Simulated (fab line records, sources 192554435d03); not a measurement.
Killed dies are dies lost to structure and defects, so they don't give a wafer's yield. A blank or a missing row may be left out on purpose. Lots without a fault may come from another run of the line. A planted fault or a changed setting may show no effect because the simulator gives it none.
Chamber matching | flow n5_finfet | N5_BEOL_M4_PECVD_72 on pecvd-02: 3 sister chambers
The step deposits SiO2 from TEOS/O2, target thk 16 nm, time 18 s. 14 wafers are shown with their chamber, then 7 later ones without.

WAFERS WITH THEIR CHAMBER
wafer  | chamber | showerhead_plenum_p_Torr (Torr) | throttle_valve_pct (%) | heater_power_w (W)
L075.1 | 1       | 8.81                            | 23.7                   | 636
L075.2 | 0       | 8.86                            | 21.9                   | 688
L075.6 | 2       | 8.80                            | 23.1                   | 747
L081.1 | 0       | 8.85                            | 22.2                   | 766
L081.4 | 1       | 8.76                            | 23.6                   | 634
L081.5 | 0       | 8.86                            | 22.5                   | 768
L082.1 | 1       | 8.78                            | 23.9                   | 653
L082.3 | 2       | 8.81                            | 21.1                   | 635
L082.4 | 0       | 8.84                            | 22.3                   | 777
L086.1 | 1       | 8.79                            | 23.6                   | 690
L086.5 | 2       | 8.79                            | 21.1                   | 773
L086.6 | 1       | 8.80                            | 23.8                   | 687
L091.1 | 2       | 8.79                            | 21.3                   | 720
L091.2 | 1       | 8.76                            | 23.7                   | 681

SIGNATURES (means of the wafers above)
reading                  | chamber 0 | chamber 1 | chamber 2 | scatter within a chamber
showerhead_plenum_p_Torr | 8.8525    | 8.7833    | 8.7975    | 0.0156
throttle_valve_pct       | 22.225    | 23.717    | 21.650    | 0.53
heater_power_w           | 749.75    | 663.50    | 718.75    | 41.8
Rule: a wafer's distance from a chamber is the root of the sum, over the readings, of the square of ((its reading less the chamber's mean) divided by the reading's scatter). The wafer belongs to the nearest chamber; if the next one is less than 2 further off, it can't be placed. The scatter: the root of (the sum of the squares of (reading less its chamber's mean) over the shown wafers, divided by (wafers less chambers)).

WAFERS WITHOUT THEIR CHAMBER
wafer  | showerhead_plenum_p_Torr (Torr) | throttle_valve_pct (%) | heater_power_w (W)
L091.3 | 8.85                            | 22.1                   | 748
L096.1 | 8.83                            | 22.4                   | 741
L096.2 | 8.77                            | 23.6                   | 632
L096.4 | 8.86                            | 22.4                   | 744
L097.2 | 8.79                            | 21.0                   | 686
L097.3 | 8.77                            | 23.4                   | 698
L097.5 | 8.88                            | 22.3                   | 728

WHICH CHAMBER EACH WENT THROUGH
wafer  | from the rows above     | in truth
L091.3 | 0                       | 0
L096.1 | can't be placed: 0 or 2 | 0
L096.2 | 1                       | 1
L096.4 | 0                       | 0
L097.2 | 2                       | 2
L097.3 | 1                       | 1
L097.5 | 0                       | 0
Placed correctly: 6 of 7. Can't be placed from these rows: 1 (the true chamber is among the candidates in 1). Placed wrongly: 0.
